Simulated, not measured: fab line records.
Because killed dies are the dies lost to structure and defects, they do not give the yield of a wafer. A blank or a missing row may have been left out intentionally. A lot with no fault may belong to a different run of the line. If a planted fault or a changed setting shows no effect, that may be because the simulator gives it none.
A lot that was struck, set against a sound lot / flow nand_harc / 14 steps out of a route of 1159
Sound: these wafers, L472.1, L472.4, L472.6. Struck: wafer L468.6 (left out: L468.3, a lot-mate that was not struck); the cause follows at the end.
For every step that has rows: the tool of each side, followed by ch and its chambers, followed by its first start. Under that, the readings that differ: sound wafers / struck wafers / difference of the means / sigmas: that difference in standard deviations of wafers without a fault.
alike: readings with means less than 2 such deviations apart, plus words and numbers identical on both sides. not compared: withheld readings, readings lacking a value on some wafer, bounds such as >300 that could conceal the same value, and numbers that have no deviation in the record and whose values overlap.
The two part at a step that has a row with sigmas, a row that says differs or no value, or rows on one side only. Non-overlapping numbers with no deviation appear without sigmas and do not part them. A reading missing from all wafers of one side parts the sides only when that side holds two or more wafers.

first, 7 steps without rows for these wafers: NHARC_A_SLIT_HMDS_02 (time 30 s); NHARC_A_SLIT_COAT_03 (resist thk 90 nm); NHARC_A_SLIT_SOFTBAKE_04 (time 55 s); NHARC_A_SLIT_EBR_05; NHARC_A_SLIT_EXPOSE_06 (exposes mask SLIT); NHARC_A_SLIT_PEB_07 (peb time 65 s); NHARC_A_SLIT_DEVELOP_08 (develop time 35 s).
NHARC_A_SLIT_CD_MEAS_09: target cd 300 nm.
  sound on cd_sem-01 ch 0, day 19 02:22; struck on cd_sem-02 ch 0, day 17 14:01
  alike: cd_nm
NHARC_A_SLIT_OVL_MEAS_10:
  struck on overlay-02, day 17 14:05; sound on overlay-02, day 19 02:27
  alike: overlay_x_nm, overlay_y_nm
NHARC_A_SLIT_INSPECT_11:
  struck on defect_inspect-02, day 17 14:08; sound on defect_inspect-01, day 19 02:29
  alike: raw_defect_count
NHARC_A_SLIT_DESCUM_14: chemistry O2, time 3 s.
  sound on rie_diel-07 ch 1,2,3, day 19 02:34; struck on rie_diel-06 ch 2, day 17 14:13
reading=chamber_pressure_mTorr (mTorr); sound=60.03 59.93 59.99; struck=60.11; difference=+0.13; sigmas=+3
  alike: drypump_motor_current_A, oes_product_au, rf_vpp_V, showerhead_plenum_p_Torr, throttle_valve_pct
  not compared: rf_hours_counter_h
NHARC_A_SLIT_ETCH_24: etches the open film in CF4/CHF3, target depth 121 nm, time 60.5 s.
  sound on rie_diel-07 ch 1,2, day 19 02:38; struck on rie_diel-06 ch 2, day 17 14:16
  alike: chamber_pressure_mTorr, chf3_flow_sccm, drypump_motor_current_A, oes_product_au, rf_vpp_V, run_length_s, showerhead_plenum_p_Torr, throttle_valve_pct
  not compared: rf_hours_counter_h
NHARC_A_SLIT_ETCH_15: etches the open film in O2/COS, target depth 3200 nm, time 832 s.
  sound on rie_diel-07 ch 1,2,3, day 19 02:43; struck on rie_diel-06 ch 1, day 17 14:25
reading=rf_vpp_V (V); sound=315.2 316.4 315.2; struck=311.9; difference=-3.7; sigmas=-3
reading=run_length_s (s); sound=853.9 852.9 853.1; struck=609.0; difference=-244.3; sigmas=-99 or more
reading=throttle_valve_pct (%); sound=28.325 28.321 28.330; struck=28.356; difference=+0.031; sigmas=+3
reading=model.A_SLIT.cd_offset_nm (nm); sound=0.2375 -0.2776 1.278; struck=-3.115; difference=-3.528; sigmas=
  alike: chamber_pressure_mTorr, drypump_motor_current_A, oes_product_au, showerhead_plenum_p_Torr
  not compared: rf_hours_counter_h
NHARC_A_SLIT_ETCH_17: etches the open film in C4F8/O2/Ar, time 1687.5 s, target depth 10100 nm.
  sound on har_etch-01 ch 0,1, day 19 03:19; struck on har_etch-02 ch 0, day 17 15:28
reading=showerhead_plenum_p_Torr (Torr); sound=3.53 3.53 3.72; struck=3.82; difference=+0.23; sigmas=+2
  alike: chamber_pressure_mTorr, drypump_motor_current_A, he_backside_leak_sccm, run_length_s, throttle_valve_pct
  not compared: rf_hours_counter_h

WHERE THEY PART
Last at NHARC_A_SLIT_ETCH_17 as far as this record goes, first at NHARC_A_SLIT_DESCUM_14.

WHY: the cause the simulator had injected
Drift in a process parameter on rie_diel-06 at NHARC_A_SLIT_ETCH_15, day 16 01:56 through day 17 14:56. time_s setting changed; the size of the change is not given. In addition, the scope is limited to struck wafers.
